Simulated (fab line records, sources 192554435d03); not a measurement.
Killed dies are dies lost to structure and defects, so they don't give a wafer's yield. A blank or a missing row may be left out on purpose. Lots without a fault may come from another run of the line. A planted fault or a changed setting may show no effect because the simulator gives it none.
Split-lot experiment | flow n5_finfet | 7 lots, 39 wafers read, on a route of 1938 steps

THE SPLIT
At N5_HKMG_FIN_EXPOSE_09 (exposes mask NWFM), the setting dose_mj was moved away from the recipe's 39.25 on 18 of the 39 wafers read, by -7.2% to +6.6%. The other wafers ran this setting at the recipe's value.

FROM THE SPLIT TO THE READING: what the file shows between them, 2 steps
- N5_HKMG_FIN_PEB_10: peb time 60 s
- N5_HKMG_FIN_DEVELOP_11: develop time 30 s

THE READING
cd_nm, in nm, at N5_HKMG_FIN_CD_MEAS_12 (target cd 92.8 nm). Fault-free wafers of this fab line usually give 93.0 nm, standard deviation 0.72 nm.

wafer  | tool, chamber at the split | dose_mj as run | against the recipe | cd_nm, nm | against lot-mates on the recipe
L074.1 | arfi_scanner-03, 0         | 39.25          | recipe             | 92.1      | -
L074.2 | arfi_scanner-03, 0         | 39.25          | recipe             | 92.8      | -
L074.3 | arfi_scanner-03, 0         | 41.85          | +6.6%              | 96.7      | +3.7
L074.4 | arfi_scanner-03, 0         | 41.85          | +6.6%              | 97.5      | +4.5
L074.5 | arfi_scanner-03, 0         | 39.25          | recipe             | 94.1      | -
L074.6 | arfi_scanner-03, 0         | 41.85          | +6.6%              | 97.2      | +4.2
L077.1 | arfi_scanner-02, 0         | 39.25          | recipe             | 92.9      | -
L077.2 | arfi_scanner-02, 0         | 36.56          | -6.9%              | 87.7      | -5.8
L077.3 | arfi_scanner-02, 0         | 36.56          | -6.9%              | 87.6      | -5.9
L077.4 | arfi_scanner-02, 0         | 39.25          | recipe             | 94.4      | -
L077.5 | arfi_scanner-02, 0         | 36.56          | -6.9%              | 88.8      | -4.7
L077.6 | arfi_scanner-02, 0         | 39.25          | recipe             | 93.2      | -
L079.1 | arfi_scanner-02, 0         | 39.25          | recipe             | 92.7      | -
L079.2 | arfi_scanner-02, 0         | 39.25          | recipe             | 92.4      | -
L079.3 | arfi_scanner-02, 0         | 39.25          | recipe             | 93.0      | -
L082.1 | arfi_scanner-03, 0         | 37.09          | -5.5%              | 88.7      | -4.7
L082.2 | arfi_scanner-03, 0         | 37.09          | -5.5%              | 88.7      | -4.7
L082.3 | arfi_scanner-03, 0         | 39.25          | recipe             | 93.1      | -
L082.4 | arfi_scanner-03, 0         | 39.25          | recipe             | 93.7      | -
L082.5 | arfi_scanner-03, 0         | 37.09          | -5.5%              | 89.9      | -3.5
L082.6 | arfi_scanner-03, 0         | 39.25          | recipe             | 93.3      | -
L086.1 | arfi_scanner-01, 0         | 36.44          | -7.2%              | 88.6      | -5.2
L086.2 | arfi_scanner-01, 0         | 36.44          | -7.2%              | 88.5      | -5.3
L086.3 | arfi_scanner-01, 0         | 39.25          | recipe             | 93.7      | -
L086.4 | arfi_scanner-01, 0         | 36.44          | -7.2%              | 90.5      | -3.3
L086.5 | arfi_scanner-01, 0         | 39.25          | recipe             | 94.0      | -
L086.6 | arfi_scanner-01, 0         | 39.25          | recipe             | 93.6      | -
L087.1 | arfi_scanner-03, 0         | 39.25          | recipe             | 93.0      | -
L087.2 | arfi_scanner-03, 0         | 36.55          | -6.9%              | 86.9      | -5.6
L087.3 | arfi_scanner-03, 0         | 36.55          | -6.9%              | 88.3      | -4.2
L087.4 | arfi_scanner-03, 0         | 39.25          | recipe             | 91.9      | -
L087.5 | arfi_scanner-03, 0         | 39.25          | recipe             | 92.7      | -
L087.6 | arfi_scanner-03, 0         | 36.55          | -6.9%              | 88.4      | -4.1
L088.1 | arfi_scanner-03, 0         | 37.58          | -4.3%              | 89.6      | -3.1
L088.2 | arfi_scanner-03, 0         | 37.58          | -4.3%              | 89.2      | -3.5
L088.3 | arfi_scanner-03, 0         | 39.25          | recipe             | 92.2      | -
L088.4 | arfi_scanner-03, 0         | 39.25          | recipe             | 93.0      | -
L088.5 | arfi_scanner-03, 0         | 39.25          | recipe             | 92.8      | -
L088.6 | arfi_scanner-03, 0         | 37.58          | -4.3%              | 89.8      | -2.9

THE FIT
A straight line over all 39 wafers: cd_nm changes by +0.669 nm for each +1% of dose_mj; r = +0.96; the points scatter about the line by 0.75 nm.
The same after taking each lot's own level away (the mean of its wafers on the recipe; 39 wafers): +0.689 nm for each +1%; r = +0.98; scatter 0.62 nm.
On that fit, the largest move of dose_mj shifts the reading by 4.9 nm.
The lots' own levels span 92.53 to 93.77 nm, that is 1.7 times the standard deviation above.
So the lot-to-lot level changes the slope little: the two slopes agree.
Check: with one of the wafers moved furthest among these (-7.2%) left out of the fit, the line predicts -5.03 nm for it against its lot-mates. It came out at -5.17 nm against them.

OTHER SPLITS ON THESE WAFERS
These wafers also went through other splits before the reading. Each is held against what the fit with the lots' levels taken away leaves over:
other split on the same wafers | wafers away from the commonest value | r with cd_nm (lot level and that fit taken away)
N5_DUMMY_GATE_ETCH_32 time_s   | 9                                    | -0.24
N5_SD_EPI_N_EPI_21 time_s      | 15                                   | +0.04

THE FILE'S OWN FIT
cd_nm changes by +0.699 nm for each +1% of dose_mj, r = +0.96.
